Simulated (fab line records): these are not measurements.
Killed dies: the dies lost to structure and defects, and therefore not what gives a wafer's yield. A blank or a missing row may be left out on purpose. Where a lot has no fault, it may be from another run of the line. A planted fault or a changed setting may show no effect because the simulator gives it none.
Chamber matching    flow n5_finfet    N5_GATE_CUT_STRIP_41 on rie_diel-05 has 4 sister chambers
The step strips in CF4. 4 wafers are shown with their chamber, then 12 later ones without.

EACH WAFER AND ITS CHAMBER
wafer   chamber  drypump_motor_current_A (A)
L087.5  2        5.0
L088.3  3        5.8
L088.5  0        6.1
L088.6  1        6.0

WAFERS MISSING THEIR CHAMBER
wafer   drypump_motor_current_A (A)
L090.1  5.8
L090.3  6.0
L090.6  5.7
L095.2  5.7
L095.4  5.0
L095.5  6.0
L096.3  5.7
L096.4  6.1
L096.5  6.0
L097.1  6.0
L097.3  6.1
L097.4  5.8

THE CHAMBER EACH PASSED THROUGH
wafer   from the rows above  in truth
L090.1  3                    3
L090.3  1                    1
L090.6  3                    3
L095.2  3                    3
L095.4  2                    2
L095.5  1                    1
L096.3  3                    3
L096.4  0                    0
L096.5  1                    1
L097.1  1                    1
L097.3  0                    0
L097.4  3                    3
Correct placement for 12 of the 12. Left unplaced by these rows: 0. Placed wrongly: 0.
How it was worked out, from the rows above alone: a wafer's distance from a chamber is the root of the sum, over the readings, of the square of ((its reading less the chamber's mean) divided by the reading's scatter). If the next closest chamber is less than 2 further off than the closest, the wafer can't be placed; otherwise it belongs to the closest. The mean given for a chamber averages the wafers shown for that chamber. The scatter: with one shown wafer a chamber, the root of the mean of the squares of how far each hidden wafer lies from its nearest shown one.
